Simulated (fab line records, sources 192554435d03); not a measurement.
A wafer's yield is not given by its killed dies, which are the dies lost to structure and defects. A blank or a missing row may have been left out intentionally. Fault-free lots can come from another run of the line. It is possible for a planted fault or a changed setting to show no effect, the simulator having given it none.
fab line records	flow n5-finfet
[record] lots = 8	wafers = 23	last-day = 18
route steps=1938 shown BEOL_M5@1149 BEOL_M15@1830 PASSIVATION@1936
lots with no fault: from the same line, run without faults
start-h: start of the lot's first displayed wafer, in hours after the record's first day	wait-h: how many hours have passed since the lot's step before this one	" as in the row above	L1.1+2: a single row standing in for several wafers	- no value, or no start was given	* or withheld: withheld	< > ~ a bound
route shown NAME@n: names a module that has steps shown in the file, with the first one's number in the route	usual: mean/standard deviation taken from wafers without a fault	same: alike in all rows	chamber/n: place in a boat	sites: the reading at each site	_std_site: the values' standard deviation	_edge_site: mean of outer sites minus mean of inner sites	radius-mm: for every site, how far away it sits from the centre of the wafer	mask NAME#n: copy n	behind: the most recent tool/chamber to have shaped the wafer	hold: reason for holding the lot/hours on hold/outcome of the hold	device: the transistor (n, p or np) that didn't switch	end of line: the same wafers' tests at the end of the route	step lacking rows: just its recipe	killed: at the first sort, the dies lost to defects and structure; wafer yield is something else	map: a wafer's dies, x killed, . not, _ none there
set.NAME: the setting as run; set.NAME@STEP: as run at that earlier step	model.NAME: the simulator's own value behind a step, which no gauge read
the route's steps for a sample of lots (tables are steps, rows are wafers)
services: from which hour (start-h, from the record's first day; less than 0 if before it) a tool's chamber was out of use, for how many hours, and why
[[steps]]
[step N5_BEOL_M5_OVL_MEAS_29]
[recipe] points-per-wafer = 522
[usual] V4_OVL = 0.4/0.7
lot.wafer	tool	chamber	start-h	wait-h	V4_OVL[nm]
L979.3	overlay-01	0	205.59	0.0	-0.1
L979.4	"	0	"	"	0.8
L979.5	"	0	"	"	-0.2
L983.1	overlay-02	0	249.62	0.0	0.2
L983.4	"	0	"	"	0.7
L983.5	"	0	"	"	0.1
L990.2	overlay-02	0	257.80	0.0	0.5
L990.3	"	0	"	"	0.2
L990.5	"	0	"	"	0.9
L994.1	overlay-01	0	284.07	0.0	-0.8
L994.3	"	0	"	"	-0.2
L994.5	"	0	"	"	-1.0
L997.2	overlay-01	0	303.81	0.0	0.7
L997.4	"	0	"	"	0.1
L997.6	"	0	"	"	0.3
L998.2	overlay-02	0	309.16	0.0	-1.0
L998.3	"	0	"	"	0.1
L998.6	"	0	"	"	-0.6
L999.2	overlay-01	0	310.85	0.0	0.8
L999.4	"	0	"	"	0.4
L102.2	overlay-02	0	327.08	0.0	0.3
L102.3	"	0	"	"	-0.5
L102.6	"	0	"	"	-0.1
[step N5_BEOL_M5_ETCH_75]
[recipe] chemistry = N2/H2	target = underlayer	target-depth-a = 65	mask-material = CAR-EUV	time-s = 5.2	ion-energy-ev = 200	pressure-mtorr = 30	source-w = 840	bias-w = 150	n2-flow-sccm = 200	h2-flow-sccm = 200	ends = cleared
[usual] drypump-motor-current-A = 5.67/0.29	etch-rf-on-time-s = 5.25/0.15	oes-product-au = 0.66/0.089	rf-vpp-V = 523.8/2.5	showerhead-plenum-p-Torr = 2.54/0.087	throttle-valve-pct = 17.86/0.21
lot.wafer	tool	chamber	start-h	wait-h	drypump-motor-current-A	etch-rf-on-time-s	oes-product-au	rf-hours-counter-h	rf-vpp-V	showerhead-plenum-p-Torr	throttle-valve-pct
L979.3	rie-diel-02	0	205.71	0.0	5.32	5.39	0.61	189	518.4	2.43	17.97
L979.4	"	1	"	"	5.83	5.34	0.57	-	525.9	2.62	17.89
L979.5	"	2	"	"	5.65	5.19	0.57	-	526.6	2.62	18.10
L983.1	rie-diel-02	2	249.74	0.0	5.68	5.19	0.80	6	526.4	2.62	17.64
L983.4	"	0	"	"	5.30	5.47	0.59	-	520.3	2.43	17.94
L983.5	"	3	"	"	5.50	5.12	0.78	-	522.5	2.49	17.86
L990.2	rie-diel-04	0	257.92	0.0	5.70	5.50	0.59	205	523.1	2.51	18.11
L990.3	"	1	"	"	5.95	5.33	0.59	191	527.4	2.65	17.93
L990.5	"	1	"	"	5.93	5.32	0.60	-	527.5	2.65	17.94
L994.1	rie-diel-05	2	284.21	0.0	5.86	5.10	0.61	181	525.1	2.52	17.62
L994.3	"	0	"	"	5.33	5.30	0.61	197	522.6	2.51	17.73
L994.5	"	2	"	"	5.85	4.99	0.63	-	524.4	2.52	17.60
L997.2	rie-diel-04	2	303.93	0.0	5.78	5.10	0.77	22	523.5	2.51	17.61
L997.4	"	1	"	"	5.93	5.23	0.59	-	526.7	2.64	17.95
L997.6	"	0	"	"	5.68	5.51	0.57	-	524.1	2.50	18.13
L998.2	rie-diel-05	0	309.30	0.0	5.35	5.24	0.60	204	521.8	2.51	17.77
L998.3	"	3	"	"	6.36	5.23	0.76	35	528.4	2.71	17.97
L998.6	"	3	"	"	6.31	5.22	0.75	-	526.9	2.71	17.96
L999.2	rie-diel-05	2	310.98	0.0	5.89	5.17	0.61	189	522.5	2.51	17.64
L999.4	"	1	"	"	5.09	5.15	0.70	72	524.6	2.57	17.68
L102.2	rie-diel-02	3	328.01	0.0	5.50	5.16	0.74	35	523.4	2.48	17.89
L102.3	"	2	"	"	5.65	5.14	0.75	34	525.3	2.60	17.68
L102.6	"	1	"	"	5.85	5.35	0.75	-	526.9	2.61	17.46
[step N5_BEOL_M5_ALD_86]
[recipe] material = TaN	target-thk-a = *	temp-c = 275	ald-precursor-family = PDMAT	ald-co-reactant = NH3	pressure-torr = 3	carrier-flow-sccm = 1500	pulse-time-s = 2	purge-time-s = 3	co-reactant-purge-time-s = 2	co-reactant-pulse-time-s = 3	ald-cycles = 30	precursor-vessel-temp-c = 75	precursor-vessel-pressure-torr = 26.25	precursor-vessel-carrier-sccm = 1000
[usual] ald-cycles = 30/0	heater-power-w = 423/33	precursor-vessel-temp-c = 75.01/0.13
lot.wafer	tool	chamber	start-h	wait-h	ald-cycles	heater-power-w	precursor-vessel-temp-c
L979.3	ald-metal-04	1	207.08	0.2	30	441	75.00
L979.4	"	3	"	"	30	442	75.06
L979.5	"	3	"	"	30	440	74.90
L983.1	ald-metal-04	1	250.99	0.1	30	443	75.16
L983.4	"	2	"	"	30	471	75.14
L983.5	"	0	"	"	30	405	75.07
L990.2	ald-metal-01	2	259.27	0.1	30	357	75.21
L990.3	"	3	"	"	30	438	75.19
L990.5	"	0	"	"	30	390	74.99
L994.1	ald-metal-01	1	285.49	0.1	30	446	74.88
L994.3	"	3	"	"	30	442	75.09
L994.5	"	3	"	"	30	432	75.06
L997.2	ald-metal-01	0	305.96	0.1	30	388	75.06
L997.4	"	3	"	"	54	432	75.05
L997.6	"	3	"	"	54	436	74.95
L998.2	ald-metal-01	3	310.58	0.0	54	430	74.72
L998.3	"	0	"	"	30	393	74.89
L998.6	"	0	"	"	30	407	75.07
L999.2	ald-metal-02	1	312.29	0.0	30	387	75.07
L999.4	"	0	"	"	30	421	74.98
L102.2	ald-metal-04	1	329.66	0.0	30	447	75.04
L102.3	"	3	"	"	30	437	75.12
L102.6	"	0	"	"	30	408	74.90
[step N5_BEOL_M5_SPUTTER_88]
[recipe] material = Cu	target-thk-a = 150	temp-c = -20	chamber-pressure-pa = 0.07	power-w = withheld	time-s = 27.62
[usual] chamber-pressure-pa = 0.07001/0.00015	throttle-valve-pct = 30.1/1.4
lot.wafer	tool	chamber	start-h	wait-h	chamber-pressure-pa	throttle-valve-pct
L979.3	pvd-sputter-03	-	210.92	0.5	0.07011	30.1
L979.4	"	-	"	"	0.06988	29.8
L979.5	"	-	"	"	0.0701	29.7
L983.1	pvd-sputter-01	-	255.67	0.5	0.07029	29.0
L983.4	"	-	"	"	0.07016	30.7
L983.5	"	-	"	"	0.0701	28.7
L990.2	pvd-sputter-03	-	263.09	0.5	0.06978	27.3
L990.3	"	-	"	"	0.06968	30.4
L990.5	"	-	"	"	0.06987	29.8
L994.1	pvd-sputter-03	-	289.38	0.5	0.07019	29.6
L994.3	"	-	"	"	0.06984	27.5
L994.5	"	-	"	"	0.06981	27.7
L997.2	pvd-sputter-01	-	311.24	0.5	0.06992	30.9
L997.4	"	-	"	"	0.06989	29.0
L997.6	"	-	"	"	0.06997	28.8
L998.2	pvd-sputter-02	-	314.58	0.5	0.07012	29.8
L998.3	"	-	"	"	0.07013	31.4
L998.6	"	-	"	"	0.07019	29.9
L999.2	pvd-sputter-01	-	316.15	0.5	0.06992	31.0
L999.4	"	-	"	"	0.06969	30.5
L102.2	pvd-sputter-02	-	333.66	0.5	0.06989	30.6
L102.3	"	-	"	"	0.07023	29.8
L102.6	"	-	"	"	0.07008	31.2
[step N5_BEOL_M5_CMP_52]
[recipe] stop-on = SiCOH_lowk	t-overpolish-s = 6.9	down-force-psi = 1	platen-rpm = 50	clearing-platen-down-force-psi = 1.5	clearing-platen-rpm = 50	post-cmp-clean = cu-alkaline	target-thk-nm = 62	clearing-platen-pad-velocity-m-s = 0.99484	pad-velocity-m-s = 0.99484
[usual] barrier-field-endpoint-s = 24.4/0.48	motor-current-A = 6.1/0.65	retaining-ring-pressure-frac = 1.000/0.006
lot.wafer	tool	chamber	start-h	wait-h	barrier-field-endpoint-s	motor-current-A	retaining-ring-pressure-frac
L979.4	cmp-04	1	212.72	0.2	24.1	6.1	0.988
L979.3	"	3	"	"	24.7	7.2	0.999
L979.5	"	0	"	"	24.2	4.9	1.000
L983.1	cmp-02	3	257.48	0.3	24.6	6.5	0.992
L983.4	"	2	"	"	24.7	6.4	0.998
L983.5	"	0	"	"	24.9	6.6	1.003
L990.3	cmp-03	1	264.96	0.2	24.1	7.2	1.006
L990.2	"	2	"	"	24.0	6.3	0.989
L990.5	"	2	"	"	25.5	6.1	1.002
L994.1	cmp-02	2	291.00	0.3	24.0	6.5	1.003
L994.3	"	3	"	"	23.8	6.3	1.006
L994.5	"	1	"	"	23.9	5.6	1.000
L997.2	cmp-02	0	312.90	0.2	24.1	6.3	1.012
L997.4	"	1	"	"	25.6	5.6	0.997
L997.6	"	0	"	"	25.8	6.2	0.999
L998.2	cmp-02	3	316.22	0.3	25.9	6.3	1.009
L998.3	"	1	"	"	24.0	5.5	0.997
L998.6	"	2	"	"	24.7	6.1	0.990
L999.4	cmp-02	2	317.77	0.2	24.4	6.4	1.004
L999.2	"	3	"	"	24.3	6.1	1.001
L102.3	cmp-03	3	335.28	0.2	23.9	5.2	0.990
L102.2	"	1	"	"	23.8	7.2	0.998
L102.6	"	3	"	"	24.6	5.6	1.001
[step N5_BEOL_M15_RC_MEAS_101]
[usual] etest-temp-c = 25.00/0.11	COMB_M10 = 1.6e-11/3.6e-12	COMB_M11 = 1.5e-11/3e-12	COMB_M12 = 6.5e-12/1.3e-12	COMB_M13 = 4.7e-12/1.1e-12	COMB_M14 = 3.5e-12/9.9e-13	COMB_M15 = 2.5e-12/7.4e-13	COMB_M15_max_site = 3.7e-12/1e-12	COMB_M5 = 3.7e-11/7e-12	COMB_M6 = 2.5e-11/5e-12	COMB_M7 = 2.6e-11/5.2e-12	COMB_M8 = 2.6e-11/5.4e-12	COMB_M9 = 1.5e-11/3.3e-12	SERP_M10 = 3.07/0.076	SERP_M11 = 3.10/0.095	SERP_M12 = 0.634/0.015	SERP_M13 = 0.308/0.0064	SERP_M14 = 0.160/0.0046	SERP_M5 = 39.4/1.9	SERP_M5_max_site = 40.8/2	SERP_M6 = 13.7/0.54	SERP_M7 = 13.8/0.58	SERP_M8 = 13.8/0.5	SERP_M9 = 3.10/0.099
lot.wafer	tool	chamber	start-h	wait-h	etest-temp-c	COMB_M10[S/m]	COMB_M11[S/m]	COMB_M12[S/m]	COMB_M13[S/m]	COMB_M14[S/m]	COMB_M15[S/m]	COMB_M15_max_site[S/m]	COMB_M5[S/m]	COMB_M6[S/m]	COMB_M7[S/m]	COMB_M8[S/m]	COMB_M9[S/m]	SERP_M10[ohm/um]	SERP_M11[ohm/um]	SERP_M12[ohm/um]	SERP_M13[ohm/um]	SERP_M14[ohm/um]	SERP_M5[ohm/um]	SERP_M5_max_site[ohm/um]	SERP_M6[ohm/um]	SERP_M7[ohm/um]	SERP_M8[ohm/um]	SERP_M9[ohm/um]
L979.3	prober-02	0	301.49	0.3	25.00	1.5e-11	1.3e-11	5.7e-12	5.5e-12	3.1e-12	2.5e-12	3.4e-12	3.5e-11	2.5e-11	2.5e-11	2.3e-11	1.2e-11	3.03	2.94	0.620	0.298	0.158	40.7	41.4	14.0	13.4	13.9	3.02
L979.4	"	0	"	"	25.01	1.1e-11	1.3e-11	6e-12	6.4e-12	2.5e-12	3.4e-12	4.5e-12	4e-11	3e-11	2.7e-11	2.6e-11	1.2e-11	3.00	2.94	0.630	0.303	0.168	39.7	42.0	13.6	13.3	13.7	3.13
L979.5	"	0	"	"	25.16	1.6e-11	1.4e-11	5.1e-12	3.2e-12	3.6e-12	1.6e-12	1.9e-12	3.9e-11	2.6e-11	2e-11	2.3e-11	1.8e-11	2.97	2.97	0.625	0.314	0.165	39.9	42.2	13.5	13.3	14.3	3.29
L983.1	prober-02	0	341.95	0.0	24.93	9e-12	1.1e-11	5.9e-12	3.9e-12	3.1e-12	1.5e-12	3.5e-12	4.3e-11	2.2e-11	3e-11	2.2e-11	1.7e-11	3.12	2.94	0.651	0.307	0.155	40.9	43.4	13.6	13.8	14.0	3.19
L983.4	"	0	"	"	24.91	1.4e-11	1.3e-11	5.6e-12	5.8e-12	2.7e-12	2.4e-12	3.1e-12	3.6e-11	2.2e-11	2.1e-11	1.9e-11	1.4e-11	2.97	3.04	0.640	0.304	0.157	40.0	41.0	13.5	13.5	14.4	3.04
L983.5	"	0	"	"	24.93	1.4e-11	1.6e-11	7.1e-12	5.6e-12	2e-12	1.8e-12	2.3e-12	3.2e-11	2e-11	3.1e-11	1.4e-11	1.4e-11	3.13	2.91	0.640	0.310	0.154	38.1	39.7	12.9	13.9	13.8	3.16
L990.2	prober-02	0	352.53	0.2	25.16	1.2e-11	1.9e-11	6.5e-12	4.2e-12	4.3e-12	3.6e-12	4.5e-12	3e-11	2.4e-11	2.7e-11	2.4e-11	1.6e-11	3.13	3.19	0.630	0.308	0.161	40.0	41.1	11.9	14.5	13.7	2.99
L990.3	"	0	"	"	25.02	1.2e-11	1.6e-11	5.9e-12	6.1e-12	3.2e-12	1.8e-12	2.7e-12	3.2e-11	2.4e-11	2.6e-11	2.8e-11	1e-11	2.96	3.19	0.642	0.299	0.159	39.2	40.9	12.5	14.1	12.5	3.08
L990.5	"	0	"	"	25.26	1e-11	1.8e-11	6.1e-12	4.6e-12	3.1e-12	1.7e-12	2.2e-12	3.3e-11	2.1e-11	2.5e-11	2.3e-11	8e-12	3.02	3.23	0.628	0.309	0.164	40.1	41.7	13.1	13.8	14.6	2.97
L994.1	prober-02	0	371.60	0.0	24.95	1.2e-11	1.3e-11	3.9e-12	3.9e-12	2e-12	2.3e-12	4.2e-12	4e-11	2.4e-11	2.4e-11	3.4e-11	1.3e-11	3.00	3.21	0.614	0.304	0.161	39.3	40.4	14.2	14.5	14.5	3.21
L994.3	"	0	"	"	25.10	1.1e-11	1.8e-11	5.5e-12	3.4e-12	2.6e-12	2.2e-12	4.4e-12	3.3e-11	2.6e-11	2.6e-11	2.7e-11	1.2e-11	2.98	3.05	0.623	0.306	0.162	40.7	42.0	13.5	13.5	13.7	2.98
L994.5	"	0	"	"	25.01	1.2e-11	1.2e-11	4.6e-12	3.7e-12	1.7e-12	2.4e-12	4.3e-12	3e-11	3.1e-11	3.3e-11	2.3e-11	1.2e-11	3.01	3.04	0.603	0.308	0.166	41.3	43.1	14.0	14.7	13.9	3.26
L997.2	prober-02	0	393.48	0.2	24.92	1.2e-11	9e-12	6.7e-12	3.2e-12	1.3e-12	1.8e-12	2.4e-12	3.3e-11	2.7e-11	2.3e-11	2.8e-11	1.3e-11	3.18	3.19	0.647	0.310	0.171	37.2	39.2	13.8	13.0	12.6	3.13
L997.4	"	0	"	"	25.03	1.3e-11	1.1e-11	4.9e-12	4.6e-12	2.2e-12	1.9e-12	3.3e-12	3.6e-11	2.6e-11	2e-11	3.2e-11	1.4e-11	3.19	3.22	0.668	0.306	0.156	49.9	52.1	13.3	13.1	13.3	3.13
L997.6	"	0	"	"	25.04	1.6e-11	1.3e-11	7.2e-12	4.6e-12	2e-12	2.6e-12	3.5e-12	3.1e-11	1.9e-11	2.2e-11	2.7e-11	2e-11	3.19	3.19	0.649	0.310	0.168	53.5	55.0	13.2	13.6	13.6	3.10
L999.2	prober-01	0	393.83	0.2	25.08	1.8e-11	1.1e-11	7e-12	5.7e-12	4.8e-12	2.4e-12	3.1e-12	3.5e-11	2.6e-11	1.8e-11	3.3e-11	1.4e-11	3.04	2.90	0.626	0.304	0.155	40.2	41.0	14.3	15.1	14.0	3.25
L999.4	"	0	"	"	25.01	1.4e-11	1.6e-11	6.6e-12	4.7e-12	5e-12	3.4e-12	4.7e-12	2.8e-11	3.5e-11	2.8e-11	1.9e-11	1.5e-11	2.98	3.01	0.633	0.302	0.159	40.3	41.2	15.1	14.0	13.1	3.13
L998.2	prober-02	0	397.12	0.2	24.98	8e-12	1.3e-11	6.8e-12	5.5e-12	2.9e-12	2.2e-12	3.6e-12	3.6e-11	3.2e-11	1.8e-11	3.3e-11	1.7e-11	2.96	3.10	0.637	0.301	0.154	46.4	47.2	14.4	14.1	13.3	3.14
L998.3	"	0	"	"	24.99	9e-12	1.4e-11	4.1e-12	3.7e-12	4.1e-12	1.5e-12	2.4e-12	3.5e-11	2.8e-11	2.8e-11	3.2e-11	1.4e-11	3.04	3.04	0.654	0.309	0.156	37.0	37.6	13.2	13.8	13.9	3.33
L998.6	"	0	"	"	24.90	1e-11	1.3e-11	6.7e-12	4.9e-12	4.3e-12	2.3e-12	3.1e-12	2.5e-11	3.3e-11	2.6e-11	2.9e-11	1.3e-11	2.94	3.05	0.662	0.324	0.157	36.8	37.4	14.1	13.9	13.6	3.08
L102.2	prober-02	0	422.04	0.7	24.98	1.3e-11	2.4e-11	7.5e-12	4.4e-12	3.5e-12	3.8e-12	6.3e-12	3.1e-11	3.1e-11	2.4e-11	3.4e-11	2.1e-11	3.22	3.10	0.631	0.307	0.159	36.5	39.2	13.3	14.0	14.0	3.00
L102.3	"	0	"	"	24.95	1.5e-11	1.3e-11	5.6e-12	4.1e-12	4e-12	1.7e-12	3.3e-12	2.8e-11	2.7e-11	2.8e-11	2.8e-11	1.1e-11	3.23	3.01	0.638	0.296	0.159	38.2	38.7	14.6	14.6	13.9	3.35
L102.6	"	0	"	"	25.08	1.9e-11	1.8e-11	5.7e-12	5.7e-12	3e-12	1.5e-12	2.4e-12	4.3e-11	2.9e-11	2.9e-11	2.8e-11	1.6e-11	3.12	3.00	0.652	0.308	0.154	41.4	43.6	13.3	14.4	14.2	3.00
// sites SERP_M5 radius-mm=0,75,75,75,75,140,140,140,140
L979.3 39.0 40.7 40.9 40.3 41.4 41.1 40.3 40.0 41.1
L983.1 43.1 43.4 42.8 41.7 40.9 38.7 38.3 39.1 38.2
L990.2 39.4 40.4 39.5 40.0 41.1 38.7 40.0 39.2 40.2
L994.1 37.0 39.3 38.6 39.0 39.5 40.4 40.0 38.6 40.4
L997.2 39.2 38.9 38.6 37.2 37.6 33.9 35.3 34.8 35.2
L999.2 39.1 40.5 39.9 39.4 41.0 40.9 40.2 39.5 41.0
L998.2 46.1 45.7 47.2 47.0 46.3 45.6 46.4 46.7 47.1
L102.2 35.3 36.3 35.6 36.5 35.1 38.3 39.2 38.1 39.2
[step N5_PASSIVATION_PROBE_49]
[usual] defect-limited-yield = 91.2/1.6	killed_at_M0_to_M3 = 35/11	killed_at_M4_up = 14/5.4	killed-at-contacts = 13/6	killed-at-front-end = 38/11	killed-at-other = 3.4/2.6	killed-dies = 104/19	killed-open = 68/13	killed-short = 34/8.5	sort_bin_5_function = 5.1/1	sort_bin_6_memory = 3.3/0.72	sort_bin_8_speed = 0.1/0.9	sort-n-pass = 1075/22
[same] gross-dies = 1180	killed-at-back-side = 0	sort_bin_4_leakage[%] = 0
lot.wafer	tool	chamber	start-h	wait-h	defect-limited-yield[%]	killed_at_M0_to_M3	killed_at_M4_up	killed-at-contacts	killed-at-front-end	killed-at-other	killed-dies	killed-open	killed-short	sort_bin_5_function[%]	sort_bin_6_memory[%]	sort_bin_8_speed[%]	sort-n-pass
L983.1	prober-01	-	353.79	0.0	91.9	28	17	11	35	4	95	63	32	4.7	3.2	0	1085
L983.4	prober-01	-	353.94	0.2	93.4	27	13	13	24	1	78	52	26	4.3	1.9	0	1102
L983.5	prober-01	-	353.99	0.2	93.6	14	15	14	31	2	76	50	25	3.6	2.5	0	1104
L990.2	prober-01	-	367.17	0.1	91.4	36	15	12	37	2	102	61	41	5.7	2.5	0	1078
L990.3	prober-01	-	367.22	0.1	89.7	55	14	12	32	8	121	82	39	6.1	3.8	0	1059
L990.5	prober-01	-	367.32	0.2	91.4	37	9	16	39	1	102	67	35	4.5	3.9	0	1078
L994.5	prober-02	-	389.58	0.2	90.2	24	20	26	42	4	116	80	32	5.8	3.6	0.1	1063
L997.6	prober-02	-	408.53	0.3	93.0	35	7	10	28	3	83	63	18	4.4	2.3	0.2	1097
L999.2	prober-01	-	409.02	0.1	88.1	31	22	20	67	0	140	94	43	7.4	4.0	0	1040
L999.4	prober-01	-	409.12	0.2	90.8	37	15	16	39	1	108	69	37	5.3	3.6	0	1072
L998.2	prober-01	-	414.94	0.1	88.6	34	25	10	62	4	135	88	39	7.1	3.4	0	1045
L998.3	prober-01	-	414.99	0.1	89.2	43	17	13	53	1	127	81	46	5.9	4.3	0	1053
L998.6	prober-01	-	415.14	0.3	90.3	34	22	12	42	5	115	80	35	5.8	3.3	0	1065
L102.2	prober-02	-	436.02	0.1	90.7	33	13	19	43	2	110	77	33	5.9	3.1	0	1070
L102.3	prober-02	-	436.07	0.1	93.1	35	5	16	24	1	81	59	22	3.4	3.2	0	1099
L102.6	prober-02	-	436.22	0.3	92.0	24	15	20	30	5	94	58	34	5.0	2.5	0	1086
// killed by level:class
L983.1 FIN_SAQP:geometric-particle:short=9 BEOL_M0_SAQP:geometric-particle:open=9 MOL_CONTACT_COAG:geometric-particle:open=8 STI_FIN_REVEAL:geometric-particle:open=7 BEOL_M4:geometric-particle:open=7 FIN_SAQP:geometric-particle:open=6 BEOL_M0_SAQP:geometric-particle:short=6 GATE_CUT:geometric-particle:open=6
L983.4 BEOL_M0_SAQP:geometric-particle:open=13 MOL_CONTACT_COAG:geometric-particle:open=12 BEOL_M0_SAQP:geometric-particle:short=7 BEOL_M4:geometric-particle:open=6 FIN_SAQP:geometric-particle:short=4 STI_FIN_REVEAL:geometric-particle:open=4 GATE_CUT:geometric-particle:short=4 BEOL_M1:geometric-particle:open=3
L983.5 MOL_CONTACT_COAG:geometric-particle:open=13 FIN_SAQP:geometric-particle:short=10 GATE_CUT:geometric-particle:open=7 BEOL_M4:geometric-particle:open=7 BEOL_M0_SAQP:geometric-particle:open=4 BEOL_M1:geometric-particle:open=4 STARTING-WAFER:geometric-particle:short=4 FIN_CUT:geometric-particle:open=3
L990.2 FIN_SAQP:geometric-particle:open=9 BEOL_M0_SAQP:geometric-particle:short=9 GATE_CUT:geometric-particle:short=8 MOL_CONTACT_COAG:geometric-particle:open=7 STI_FIN_REVEAL:geometric-particle:open=6 BEOL_M1:geometric-particle:open=6 BEOL_M2:geometric-particle:open=6 BEOL_M3:geometric-particle:open=6
L990.3 BEOL_M0_SAQP:geometric-particle:short=13 BEOL_M0_SAQP:geometric-particle:open=12 BEOL_M3:geometric-particle:open=12 MOL_CONTACT_COAG:geometric-particle:open=11 STI_FIN_REVEAL:geometric-particle:open=8 BEOL_M2:geometric-particle:open=7 BEOL_M1:geometric-particle:open=5 STI_FIN_REVEAL:geometric-particle:short=4
L990.5 MOL_CONTACT_COAG:geometric-particle:open=11 FIN_SAQP:geometric-particle:open=10 BEOL_M2:geometric-particle:open=10 FIN_SAQP:geometric-particle:short=7 BEOL_M3:geometric-particle:open=7 MOL_CONTACT_COAG:geometric-particle:short=5 BEOL_M0_SAQP:geometric-particle:open=5 BEOL_M0_SAQP:geometric-particle:short=5
L994.5 MOL_CONTACT_COAG:geometric-particle:open=21 BEOL_M4:geometric-particle:open=11 STI_FIN_REVEAL:geometric-particle:open=9 BEOL_M2:geometric-particle:open=9 FIN_SAQP:geometric-particle:short=6 DUMMY_GATE:geometric-particle:open=6 GATE_CUT:geometric-particle:short=5 MOL_CONTACT_COAG:geometric-particle:short=5
L997.6 BEOL_M2:geometric-particle:open=20 FIN_SAQP:geometric-particle:open=8 MOL_CONTACT_COAG:geometric-particle:open=8 BEOL_M0_SAQP:geometric-particle:open=7 FIN_SAQP:geometric-particle:short=6 STI_FIN_REVEAL:geometric-particle:open=5 BEOL_M3:geometric-particle:open=4 BEOL_M0:geometric-particle:open=3
L999.2 STI_FIN_REVEAL:geometric-particle:open=20 MOL_CONTACT_COAG:geometric-particle:open=16 FIN_SAQP:geometric-particle:short=14 BEOL_M4:geometric-particle:open=14 BEOL_M3:geometric-particle:open=9 FIN_SAQP:geometric-particle:open=8 STI_FIN_REVEAL:geometric-particle:short=5 BEOL_M0_SAQP:geometric-particle:short=5
L999.4 MOL_CONTACT_COAG:geometric-particle:open=15 BEOL_M3:geometric-particle:open=13 BEOL_M0_SAQP:geometric-particle:open=9 BEOL_M0_SAQP:geometric-particle:short=9 FIN_SAQP:geometric-particle:short=8 STI_FIN_REVEAL:geometric-particle:open=6 FIN_SAQP:geometric-particle:open=6 STI_FIN_REVEAL:geometric-particle:short=4
L998.2 FIN_SAQP:geometric-particle:open=16 FIN_SAQP:geometric-particle:short=12 MOL_CONTACT_COAG:geometric-particle:open=10 BEOL_M0_SAQP:geometric-particle:open=10 BEOL_M0_SAQP:geometric-particle:short=9 BEOL_M4:geometric-particle:open=9 HKMG_FIN:area-etch=8 STI_FIN_REVEAL:geometric-particle:open=7
L998.3 BEOL_M0_SAQP:geometric-particle:open=19 STI_FIN_REVEAL:geometric-particle:open=14 FIN_SAQP:geometric-particle:short=12 BEOL_M0_SAQP:geometric-particle:short=12 MOL_CONTACT_COAG:geometric-particle:open=10 BEOL_M4:geometric-particle:open=8 FIN_SAQP:geometric-particle:open=7 DUMMY_GATE:geometric-particle:open=5
L998.6 MOL_CONTACT_COAG:geometric-particle:open=12 BEOL_M4:geometric-particle:open=11 FIN_SAQP:geometric-particle:short=10 FIN_SAQP:geometric-particle:open=7 STI_FIN_REVEAL:geometric-particle:open=7 BEOL_M0_SAQP:geometric-particle:open=7 BEOL_M0_SAQP:geometric-particle:short=6 BEOL_M1:geometric-particle:open=6
L102.2 MOL_CONTACT_COAG:geometric-particle:open=16 BEOL_M2:geometric-particle:open=12 GATE_CUT:geometric-particle:open=6 BEOL_M1:geometric-particle:open=6 FIN_SAQP:geometric-particle:open=5 BEOL_M4:geometric-particle:open=5 STARTING-WAFER:geometric-particle:open=5 BEOL_M0_SAQP:geometric-particle:short=5
L102.3 MOL_CONTACT_COAG:geometric-particle:open=12 BEOL_M2:geometric-particle:open=11 BEOL_M1:geometric-particle:open=8 MOL_CONTACT_COAG:geometric-particle:short=4 BEOL_M0_SAQP:geometric-particle:open=4 BEOL_M0_SAQP:geometric-particle:short=4 BEOL_M3:geometric-particle:open=4 STARTING-WAFER:geometric-particle:short=4
L102.6 MOL_CONTACT_COAG:geometric-particle:open=14 STI_FIN_REVEAL:geometric-particle:open=6 BEOL_M4:geometric-particle:open=6 MOL_CONTACT_COAG:geometric-particle:short=6 BEOL_M0_SAQP:geometric-particle:open=5 BEOL_M0_SAQP:geometric-particle:short=4 BEOL_M2:geometric-particle:open=4 BEOL_M5:geometric-particle:open=4
[[services]]
tool	chamber	start-h	hours	kind
cmp-02	-	183.32	16.4	pm
cmp-04	-	185.89	8.7	pm
rie-diel-02	1	189.70	2.6	repair
ald-metal-02	3	194.06	22.0	repair
cmp-02	-	200.38	0.2	repair
pvd-sputter-02	-	207.13	4.6	repair
rie-diel-04	0	207.73	1.7	repair
ald-metal-04	2	218.00	7.0	repair
cmp-04	-	221.30	4.0	pm
ald-metal-02	-	233.95	8.7	pm
pvd-sputter-03	-	239.40	1.2	repair
rie-diel-04	2	240.24	10.5	repair
ald-metal-02	2	246.00	30.5	repair
cmp-02	-	246.69	7.8	pm
cmp-03	-	249.04	4.0	pm
cmp-04	-	253.92	7.0	pm
rie-diel-02	-	257.01	2.8	pm
rie-diel-02	3	261.30	17.6	repair
cmp-03	-	267.84	23.6	repair
ald-metal-04	-	284.19	6.0	pm
rie-diel-02	1	307.24	11.4	repair
ald-metal-04	-	307.40	8.7	pm
ald-metal-04	-	318.94	2.8	pm
rie-diel-05	-	330.98	14.6	pm
[[key]]
[first-sign] step = N5_BEOL_M5_ALD_86	reading = ald-cycles	direction = up	sigmas = 99+	usual = *	struck = *
[effect] step = N5_BEOL_M5_CMP_52	reading = barrier-field-endpoint-s	direction = up	sigmas = 2.8	usual = 24.4	struck = 25.8
[effect] step = N5_BEOL_M15_RC_MEAS_101	reading = SERP_M5	direction = up	sigmas = 5.7	usual = 39.4	struck = 49.9
met-at N5_BEOL_M5_ALD_86
struck-lots L997,L998
struck-wafers L997.4,L997.6,L998.2
not-acting-at N5_BEOL_M5_OVL_MEAS_29,N5_BEOL_M5_ETCH_75,N5_BEOL_M5_SPUTTER_88
onset-between 285.49 305.96
[fault] kind = process-parameter-drift	tool = ald-metal-01	chamber = 3	onset-h = 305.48	steps = N5_BEOL_M5_ALD_86	channel = ald-cycles	offset = *	shape = step	end-h = 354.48	acts-in = *	stated = *
